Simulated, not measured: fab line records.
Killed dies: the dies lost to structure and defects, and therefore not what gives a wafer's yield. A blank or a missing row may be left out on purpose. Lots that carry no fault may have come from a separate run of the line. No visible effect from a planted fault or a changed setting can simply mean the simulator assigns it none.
The tool behind it: which one?	flow nandHarc	12 lots, 36 wafers sampled, at 4 steps of a route of 1302

WHAT EACH GAUGE READ, for each wafer
NHARC_A_CONTACT_CD_MEAS_42: the cd target is 300 nm.
lot	measured	on	cdNm (nm)
L957	day 21 04:26	cdSem-02	299.9 299.7 300.2
L958	day 21 20:41	cdSem-03	300.2 300.3 300.2
L961	day 22 22:47	cdSem-03	300.0 300.1 299.4
L963	day 24 01:05	cdSem-01	300.7 299.8 300.0
L966	day 24 11:41	cdSem-03	323.6 323.0 323.6
L967	day 25 03:01	cdSem-02	318.9 318.8 318.2
L969	day 25 06:57	cdSem-03	300.1 300.6 299.9
L970	day 27 10:49	cdSem-03	299.3 300.1 299.7
L973	day 27 23:44	cdSem-01	300.2 299.8 300.1
L976	day 28 10:57	cdSem-02	300.0 299.7 300.1
L975	day 29 10:01	cdSem-01	299.8 300.2 299.7
L978	day 29 23:09	cdSem-01	300.0 300.2 300.4

WHICH TOOL RAN EACH LOT (tool, then ch and the chambers of the sampled wafers, then the start)
lot	NHARC_A_WL_FILL_ALD_19	NHARC_A_CONTACT_DEP_28	NHARC_A_CONTACT_EXPOSE_39
L957	aldMetal-03 ch 0,3, day 20 21:44	aclDep-02 ch 0, day 21 00:52	arfiScanner-02 ch 0, day 21 04:17
L958	aldMetal-03 ch 2,3, day 21 11:08	aclDep-01 ch 0, day 21 16:24	arfiScanner-02 ch 0, day 21 20:32
L961	aldMetal-03 ch 0,3, day 22 16:08	aclDep-03 ch 0, day 22 17:49	arfiScanner-03 ch 0, day 22 22:39
L963	aldMetal-02 ch 1,2,3, day 23 18:35	aclDep-03 ch 0, day 23 20:06	arfiScanner-03 ch 0, day 24 00:57
L966	aldMetal-02 ch 1,3, day 24 04:57	aclDep-02 ch 0, day 24 07:32	arfiScanner-03 ch 0, day 24 11:33
L967	aldMetal-04 ch 0,1,2, day 24 17:37	aclDep-01 ch 0, day 24 21:59	arfiScanner-03 ch 0, day 25 02:52
L969	aldMetal-02 ch 1,2,3, day 24 20:31	aclDep-03 ch 0, day 25 02:38	arfiScanner-02 ch 0, day 25 06:49
L970	aldMetal-04 ch 0,1,3, day 27 04:23	aclDep-02 ch 0, day 27 05:55	arfiScanner-02 ch 0, day 27 10:40
L973	aldMetal-04 ch 0,2,3, day 27 14:44	aclDep-02 ch 0, day 27 19:25	arfiScanner-02 ch 0, day 27 23:35
L976	aldMetal-03 ch 1,2,3, day 28 03:30	aclDep-02 ch 0, day 28 06:41	arfiScanner-01 ch 0, day 28 10:49
L975	aldMetal-04 ch 0,1,3, day 28 20:43	aclDep-01 ch 0, day 29 05:00	arfiScanner-02 ch 0, day 29 09:53
L978	aldMetal-02 ch 0,1,3, day 29 16:44	aclDep-03 ch 0, day 29 18:16	arfiScanner-01 ch 0, day 29 23:01
- NHARC_A_WL_FILL_ALD_19: deposits TiN, target thk 2 nm, pulse time 3 s, ald cycles 100.
- NHARC_A_CONTACT_DEP_28: deposits aC, target thk 7000 nm.
- NHARC_A_CONTACT_EXPOSE_39: exposes mask A CC 3.

AS READ BY THE TOOLS THEMSELVES (means over the sampled wafers that have a number; for cases with no such wafer, the mark the record gives instead)
NHARC_A_WL_FILL_ALD_19.
lot	tool	heaterPowerW (W)	precursorPulseHeightRel
L957	aldMetal-03	987	0.995
L958	aldMetal-03	1076	0.994
L961	aldMetal-03	1028	0.981
L963	aldMetal-02	1007	1.005
L966	aldMetal-02	1005	0.992
L967	aldMetal-04	1067	0.996
L969	aldMetal-02	1003	1.017
L970	aldMetal-04	1052	1.008
L973	aldMetal-04	1044	1.006
L976	aldMetal-03	1138	1.007
L975	aldMetal-04	1095	0.980
L978	aldMetal-02	1001	1.006

NHARC_A_CONTACT_DEP_28.
lot	tool	throttleValvePct (%)
L957	aclDep-02	35.001
L958	aclDep-01	35.001
L961	aclDep-03	34.996
L963	aclDep-03	35.004
L966	aclDep-02	35.004
L967	aclDep-01	34.999
L969	aclDep-03	34.993
L970	aclDep-02	35.001
L973	aclDep-02	35.002
L976	aclDep-02	35.001
L975	aclDep-01	34.994
L978	aclDep-03	34.994

NHARC_A_CONTACT_EXPOSE_39.
lot	tool	exposureDoseMJCm2
L957	arfiScanner-02	58.83
L958	arfiScanner-02	58.70
L961	arfiScanner-03	58.71
L963	arfiScanner-03	58.71
L966	arfiScanner-03	87.47
L967	arfiScanner-03	81.74
L969	arfiScanner-02	58.72
L970	arfiScanner-02	58.76
L973	arfiScanner-02	58.74
L976	arfiScanner-01	58.78
L975	arfiScanner-02	58.71
L978	arfiScanner-01	58.73

THE ANSWER, worked out from the rows above alone
Rule: the usual values come from the lots themselves. Put in order of their means at a reading, lots are off if they are a third of the lots or fewer, leave a main group of 4 or more, and stand apart from it by a gap of 3 or more times the standard deviation of the main group's means; of several such gaps the widest counts. The tables above print the reading to a certain number of digits; a main group whose means all agree to those digits is not used. Also off: a lot with no number at a reading for which 4 or more lots have one. Any other lot the step has rows for is counted as sound. The gauges are gone through in route order, then the tools' own readings, and for those a lot's mean is taken as printed above. At the first step where some lot is off, the reading lying furthest off is the one used; lots without a number count as furthest.
Off: L966, L967, at NHARC_A_CONTACT_CD_MEAS_42 (cdNm). Mean 300.0 nm and standard deviation 0.17 in the main group.
A tool fits if, at a process step before that reading, it ran every lot that is off, and no sound lot after the first of them. The gauges at NHARC_A_CONTACT_CD_MEAS_42 aren't tried: what is off there is off at NHARC_A_CONTACT_EXPOSE_39 too, on other tools, and a gauge's error can't cause that. One fits: arfiScanner-03 at NHARC_A_CONTACT_EXPOSE_39. A fault onset in the window from L963 (day 24 00:57, its last sound lot) to L966 (day 24 11:33, its first lot off) fits.
On the lots that are off, the tool's own readings at NHARC_A_CONTACT_EXPOSE_39 differ by more than 5 times the standard deviation of the sound lots' means, which bears it out; exposureDoseMJCm2 reads 84.60 there versus 58.74 on the sound lots.

WHAT WAS PUT IN BY THE SIMULATOR
Process parameter drift: arfiScanner-03, from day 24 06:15 on, at NHARC_A_CONTACT_EXPOSE_39. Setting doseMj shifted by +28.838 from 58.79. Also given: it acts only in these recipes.
Shown lots that were struck: L966, L967. This agrees with what the rule above found.
